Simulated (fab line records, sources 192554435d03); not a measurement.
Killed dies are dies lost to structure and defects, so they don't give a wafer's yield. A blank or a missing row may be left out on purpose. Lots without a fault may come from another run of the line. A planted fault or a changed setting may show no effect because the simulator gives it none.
fab line records | flow n5_finfet
record lots=4 wafers=12 last_day=18
route steps=1938 shown BEOL_M5@1133 PASSIVATION@1936
lots that met no fault: from a run of the same line without faults
start_h: hours from the record's first day to the start of the lot's first wafer shown | wait_h: hours since the lot's step before | " the same as in the row above | L1.1+2: a row that stands for several wafers | - no value, or no start given | * or withheld: withheld | < > ~ a bound
route shown NAME@n: a module of which the file shows steps, and the number in the route of the first | usual: mean/standard deviation of fault-free wafers | same: alike in all rows | chamber/n: place in a boat | sites: the reading at each site | _std_site: their standard deviation | _edge_site: outer sites' mean less inner sites' | radius_mm: how far each site lies from the wafer's centre | mask NAME#n: copy n | behind: the tool/chamber that last shaped the wafer | hold: why the lot was held/for how many hours/how that ended | device: the transistor (n, p or np) that didn't switch | end of line: the same wafers' tests at the end of the route | a step without rows: its recipe alone | killed: dies lost to structure and defects at the first sort, not the wafer's yield | map: a wafer's dies, x killed, . not, _ none there
set.NAME: the setting as run; set.NAME@STEP: as run at that earlier step | model.NAME: the simulator's own value behind a step, which no gauge read
lots at some steps of the route; a table a step, a row a wafer
services: from which hour (start_h, from the record's first day; less than 0 if before it) a tool's chamber was out of use, for how many hours, and why
## steps
# step N5_BEOL_M5_STRIP_63
# recipe chemistry=N2/H2 temp_c=40 n2_flow_sccm=200 h2_flow_sccm=200 rf_frequency_hz=6e+07
# step N5_BEOL_M5_STRIP_73
# recipe chemistry=N2/H2 temp_c=40 n2_flow_sccm=200 h2_flow_sccm=200 rf_frequency_hz=6e+07
# step N5_BEOL_M5_STRIP_64
# recipe chemistry=CF4 resist=SiARC power_w=300 bias_power_w=75 pressure_mtorr=50 cf4_flow_sccm=150 rf_frequency_hz=6e+07
# step N5_BEOL_M5_HM_OPEN_17
# recipe chemistry=Cl2/BCl3 target_depth_a=200 overetch_a=60 target=TiN mask_material=SOC ion_energy_ev=150 pressure_mtorr=10 icp_w=1000 bias_w=126 Cl2_flow_sccm=53.25 bcl3_flow_sccm=21.75 Ar_flow_sccm=25
# step N5_BEOL_M5_STRIP_19
# recipe chemistry=O2 power_w=400 temp_c=40 pressure_mtorr=30 rf_frequency_hz=6e+07 bias_power_w=0 overash_fraction=0.2 o2_flow_sccm=225
# step N5_BEOL_M5_COAT_65
# recipe resist=SOC temp_c=250 time_s=60 spin_rpm=1500 resist_thk_nm=60
# step N5_BEOL_M5_COAT_66
# recipe resist=SiARC temp_c=220 time_s=60 spin_rpm=1500 resist_thk_nm=12
# step N5_BEOL_M5_COAT_74
# recipe resist=underlayer temp_c=205 time_s=60 spin_rpm=1500 resist_thk_nm=5
# step N5_BEOL_M5_COAT_22
# recipe resist=CAR-EUV spin_rpm=1500 resist_thk_nm=30
# step N5_BEOL_M5_EBR_24
# recipe solvent=PGMEA ebr_width_mm=1.5
# step N5_BEOL_M5_SOFTBAKE_23
# recipe temp_c=110 time_s=60 resist=CAR-EUV
# step N5_BEOL_M5_EXPOSE_25
# recipe mask_id=V4 na=0.33 source_shape=quasar sigma_inner=0.2 sigma_outer=0.6 polarization=unpolarized defocus_nm=10 dose_mj=52.75
# usual exposure_dose_mJ_cm2=53.0/0.39
# columns lot.wafer tool chamber start_h wait_h mask exposure_dose_mJ_cm2
L380.2 euv_scanner-02 0 191.66 - V4#0 53.6
L380.4 " 0 " " V4#0 53.6
L380.5 " 0 " " V4#0 53.5
L382.2 euv_scanner-02 0 206.22 - V4#0 61.1
L382.3 " 0 " " V4#0 61.1
L382.6 " 0 " " V4#0 61.1
L385.1 euv_scanner-02 0 222.11 - V4#0 59.5
L385.4 " 0 " " V4#0 59.5
L385.6 " 0 " " V4#0 59.5
L401.1 euv_scanner-01 0 329.62 - V4#0 52.9
L401.3 " 0 " " V4#0 52.8
L401.6 " 0 " " V4#0 52.9
# step N5_BEOL_M5_PEB_26
# recipe peb_temp_c=100 peb_time_s=60 resist=CAR-EUV
# step N5_BEOL_M5_DEVELOP_27
# recipe develop_time_s=30 developer=TMAH resist=CAR-EUV rinse_liquid=surfactant_rinse dry=air_spin dev_temp_c=23
# step N5_BEOL_M5_CD_MEAS_28
# recipe target_cd_nm=30.6 landing_energy_ev=500 detector=se_inlens target_cd_y_nm=20 polarity=opening
# usual cd_nm=30.55/0.26
# same landing_energy_ev=500
# columns lot.wafer tool chamber start_h wait_h cd_nm
L380.2 cd_sem-03 0 191.80 - 31.00
L380.4 " 0 " " 30.80
L380.5 " 0 " " 30.58
L382.2 cd_sem-03 0 206.35 - 33.15
L382.3 " 0 " " 33.23
L382.6 " 0 " " 32.86
L385.1 cd_sem-01 0 222.25 - 32.76
L385.4 " 0 " " 33.29
L385.6 " 0 " " 33.14
L401.1 cd_sem-01 0 329.76 - 30.68
L401.3 " 0 " " 30.61
L401.6 " 0 " " 30.21
# step N5_BEOL_M5_DESCUM_33
# recipe chemistry=O2 time_s=7 source_power_w=50 bias_power_w=20 pressure_mtorr=20 rf_frequency_hz=2.712e+07 temp_c=40 resist=CAR-EUV o2_flow_sccm=225
# step N5_BEOL_M5_ETCH_75
# recipe chemistry=N2/H2 target=underlayer target_depth_a=65 mask_material=CAR-EUV time_s=5.2 ion_energy_ev=200 pressure_mtorr=30 source_w=840 bias_w=150 n2_flow_sccm=200 h2_flow_sccm=200 ends=cleared
# usual drypump_motor_current_A=5.8/0.37 etch_rf_on_time_s=5.26/0.15 oes_product_au=0.69/0.074 rf_vpp_V=524.5/2.6 showerhead_plenum_p_Torr=2.56/0.083 throttle_valve_pct=17.90/0.27
# columns lot.wafer tool chamber start_h wait_h drypump_motor_current_A etch_rf_on_time_s oes_product_au rf_hours_counter_h rf_vpp_V showerhead_plenum_p_Torr throttle_valve_pct model.BEOL_M5.cd_nm
L380.2 rie_diel-02 2 191.95 0.0 5.3 5.37 0.77 28 524.2 2.60 17.84 28.6
L380.4 " 1 " " 5.9 5.28 0.63 151 523.1 2.54 18.18 28.2
L380.5 " 2 " " 5.2 5.34 0.77 - 526.2 2.60 17.80 28.2
L382.2 rie_diel-02 0 206.51 0.0 6.6 5.37 0.59 231 519.5 2.39 18.02 31
L382.3 " 2 " " 5.3 5.38 0.76 32 524.4 2.60 17.84 31
L382.6 " 1 " " 5.9 5.28 0.64 - 522.7 2.54 18.20 30.8
L385.1 rie_diel-06 1 222.41 0.0 5.9 5.11 0.85 7 527.8 2.70 17.69 30.4
L385.4 " 3 " " 5.8 5.18 0.70 82 520.4 2.47 18.31 30.2
L385.6 " 0 " " 5.9 4.97 0.75 - 526.3 2.59 17.38 30.4
L401.1 rie_diel-02 0 329.92 0.0 6.6 4.97 0.80 15 527.0 2.70 17.66 28.6
L401.3 " 3 " " 5.9 5.29 0.70 85 523.3 2.58 17.85 27.8
L401.6 " 1 " " 5.9 5.35 0.61 - 522.5 2.52 18.27 28
# step N5_BEOL_M5_ETCH_67
# recipe chemistry=CF4 target=SiARC target_depth_a=156 mask_material=CAR-EUV time_s=26 ion_energy_ev=80 pressure_mtorr=40 source_w=545 bias_w=36 Ar_flow_sccm=100 cf4_flow_sccm=100 ends=cleared
# step N5_BEOL_M5_ETCH_68
# recipe chemistry=N2/H2 target=SOC target_depth_a=800 overetch_a=160 mask_material=SiARC temp_c=40 time_s=120 ion_energy_ev=200 pressure_mtorr=30 source_w=840 bias_w=150 n2_flow_sccm=200 h2_flow_sccm=200
# step N5_BEOL_M5_STRIP_69
# recipe chemistry=N2/H2 temp_c=40 n2_flow_sccm=200 h2_flow_sccm=200 rf_frequency_hz=6e+07
# step N5_BEOL_M5_STRIP_76
# recipe chemistry=N2/H2 temp_c=40 n2_flow_sccm=200 h2_flow_sccm=200 rf_frequency_hz=6e+07
# step N5_BEOL_M5_VIA_ETCH_34
# recipe chemistry=C4F6/O2 target=SiCOH_lowk target_depth_a=883 mask_material=SOC taper_deg=4 time_s=39.2 ion_energy_ev=250 pressure_mtorr=30 source_w=345 bias_w=185 Ar_flow_sccm=300 C4F6_flow_sccm=10 O2_flow_sccm=10
# usual O2_flow_sccm=10.00/0.03 drypump_motor_current_A=5.8/0.37 mfc_ar_sccm=300.0/0.89 oes_product_au=0.81/0.087 rf_vpp_V=668/12 showerhead_plenum_p_Torr=2.88/0.087 throttle_valve_pct=20.93/0.23
# columns lot.wafer tool chamber start_h wait_h O2_flow_sccm drypump_motor_current_A mfc_ar_sccm oes_product_au rf_hours_counter_h rf_vpp_V showerhead_plenum_p_Torr throttle_valve_pct model.BEOL_M5.cd_nm
L380.2 rie_diel-02 2 192.10 0.0 9.98 5.2 299.1 0.90 28 675 2.91 20.87 28.2
L380.4 " 1 " " 9.97 5.9 299.6 0.74 151 675 2.85 21.14 28.2
L380.5 " 2 " " 9.99 5.2 299.9 0.91 - 675 2.91 20.87 28
L382.2 rie_diel-02 0 206.66 0.0 10.02 6.5 299.8 0.69 231 669 2.70 21.00 30.8
L382.3 " 2 " " 10.02 5.2 299.8 0.89 32 674 2.91 20.87 30.8
L382.6 " 1 " " 9.99 5.9 301.2 0.74 - 673 2.85 21.12 30.6
L385.1 rie_diel-06 1 222.55 0.0 9.95 5.9 300.8 0.97 7 676 3.02 20.69 30.2
L385.4 " 3 " " 10.01 5.9 298.3 0.82 82 675 2.77 21.30 30.2
L385.6 " 0 " " 10.03 5.9 298.3 0.87 - 662 2.91 20.57 30.4
L401.1 rie_diel-02 0 330.06 0.0 9.94 6.5 300.9 0.95 15 680 3.03 20.71 28.6
L401.3 " 3 " " 9.95 5.9 300.6 0.82 85 641 2.90 20.94 27.4
L401.6 " 1 " " 10.03 5.9 298.8 0.69 - 674 2.83 21.20 27.6
# step N5_BEOL_M5_STRIP_85
# recipe chemistry=C4F6/O2 resist=SiARC rf_frequency_hz=6e+07
# step N5_PASSIVATION_PROBE_49
# usual defect_limited_yield=91.7/1.5 killed_at_M0_to_M3=32/10 killed_at_M4_up=14/5.3 killed_at_contacts=13/5.7 killed_at_front_end=37/10 killed_at_other=3.3/2.5 killed_dies=98/18 killed_open=65/13 killed_short=31/7.5 sort_bin_5_function=4.9/0.91 sort_bin_6_memory=3.1/0.71 sort_n_pass=1082/18 sort_yield_pct=91.7/1.5
# same gross_dies=1180 killed_at_back_side=0 sort_bin_4_leakage[%]=0 sort_bin_8_speed[%]=0
# columns lot.wafer tool chamber start_h wait_h defect_limited_yield[%] killed_at_M0_to_M3 killed_at_M4_up killed_at_contacts killed_at_front_end killed_at_other killed_dies killed_open killed_short sort_bin_5_function[%] sort_bin_6_memory[%] sort_n_pass sort_yield_pct[%]
L382.2 prober-01 - 322.55 0.1 91.6 33 8 8 48 2 99 59 33 4.4 3.2 1081 91.6
L382.3 prober-01 - 322.60 0.1 92.0 33 17 6 36 2 94 59 28 4.2 3.0 1086 92.0
L382.6 prober-01 - 322.75 0.3 89.9 30 21 6 59 3 119 73 38 5.5 3.3 1061 89.9
L385.1 prober-02 - 331.59 0.0 91.9 49 8 14 22 2 95 58 36 4.4 3.1 1085 91.9
L385.6 prober-02 - 331.84 0.3 90.5 47 20 8 33 4 112 71 31 4.8 3.4 1068 90.5
# killed by level:class
L382.2 FIN_SAQP:geometric_particle:short=12 FIN_SAQP:geometric_particle:open=10 BEOL_M1:geometric_particle:open=10 STI_FIN_REVEAL:geometric_particle:open=8 BEOL_M2:geometric_particle:open=8 MOL_CONTACT_COAG:geometric_particle:open=7 BEOL_M0_SAQP:geometric_particle:short=4 BEOL_M2:geometric_particle:short=4
L382.3 BEOL_M2:geometric_particle:open=12 FIN_SAQP:geometric_particle:open=8 BEOL_M5:area_expose=7 FIN_SAQP:geometric_particle:short=6 MOL_CONTACT_COAG:geometric_particle:open=6 BEOL_M1:geometric_particle:open=6 BEOL_M0_SAQP:geometric_particle:short=5 BEOL_M4:geometric_particle:open=5
L382.6 STI_FIN_REVEAL:geometric_particle:open=26 FIN_SAQP:geometric_particle:short=8 BEOL_M0_SAQP:geometric_particle:short=7 BEOL_M4:geometric_particle:open=7 BEOL_M2:geometric_particle:open=7 FIN_SAQP:geometric_particle:open=6 BEOL_M1:geometric_particle:open=6 BEOL_M5:area_expose=5
L385.1 BEOL_M3:geometric_particle:open=15 MOL_CONTACT_COAG:geometric_particle:open=9 BEOL_M1:geometric_particle:open=8 BEOL_M2:geometric_particle:short=7 STI_FIN_REVEAL:geometric_particle:open=6 BEOL_M0_SAQP:geometric_particle:short=6 MOL_CONTACT_COAG:geometric_particle:short=5 BEOL_M1:geometric_particle:short=4
L385.6 BEOL_M0_SAQP:geometric_particle:short=10 BEOL_M0_SAQP:geometric_particle:open=10 STI_FIN_REVEAL:geometric_particle:open=7 MOL_CONTACT_COAG:geometric_particle:open=7 HKMG_FIN:area_etch=7 BEOL_M3:geometric_particle:open=6 DUMMY_GATE:geometric_particle:open=6 BEOL_M1:geometric_particle:open=6
## services
# columns tool chamber start_h hours kind
euv_scanner-01 - 177.68 1.0 pm
rie_diel-06 1 180.43 - clean
rie_diel-06 1 180.43 - consumable_replace:focus_ring
rie_diel-06 1 180.43 - consumable_replace:showerhead
rie_diel-02 1 183.49 5.8 repair
euv_scanner-01 - 184.66 5.8 pm
euv_scanner-02 0 197.59 - calibration
rie_diel-02 - 199.34 2.8 pm
euv_scanner-02 - 199.89 0.5 repair
euv_scanner-02 - 203.48 1.0 pm
euv_scanner-02 - 226.00 27.4 repair
euv_scanner-01 - 247.85 1.0 pm
euv_scanner-01 - 253.37 4.6 pm
rie_diel-06 1 256.96 4.2 repair
euv_scanner-02 - 262.57 1.0 pm
rie_diel-02 0 265.89 - clean
rie_diel-02 0 265.89 - consumable_replace:focus_ring
rie_diel-02 0 265.89 - consumable_replace:showerhead
rie_diel-02 0 265.89 15.8 scheduled_down
rie_diel-02 0 265.89 15.8 vent_cycle
euv_scanner-01 - 289.97 1.0 pm
rie_diel-06 - 301.29 2.1 repair
euv_scanner-02 - 315.78 1.0 pm
euv_scanner-01 - 325.34 1.6 repair
## key
first_sign step=N5_BEOL_M5_EXPOSE_25 reading=exposure_dose_mJ_cm2 direction=up sigmas=19 usual=53.0 struck=60.3
effect step=N5_BEOL_M5_CD_MEAS_28 reading=cd_nm direction=up sigmas=9.5 usual=30.55 struck=33.07 through=control_loop
model_effect step=N5_BEOL_M5_ETCH_75 value=BEOL_M5.cd_nm without=28 struck=30.63
model_effect step=N5_BEOL_M5_VIA_ETCH_34 value=BEOL_M5.cd_nm without=27.83 struck=30.5
met_at N5_BEOL_M5_EXPOSE_25
struck_wafers L382.2,L382.3,L382.6,L385.1,L385.4,L385.6
loop_trim step=N5_BEOL_M5_EXPOSE_25 setting=dose lots=L385
onset_between 191.66 206.22
fault kind=process_parameter_drift tool=euv_scanner-02 chamber=- onset_h=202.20 steps=N5_BEOL_M5_EXPOSE_25 channel=dose_mj offset=7.5361 shape=step acts_in=these_recipes_only stated=52.75
# loop_trim: a control loop set the setting to another value than it would have without faults
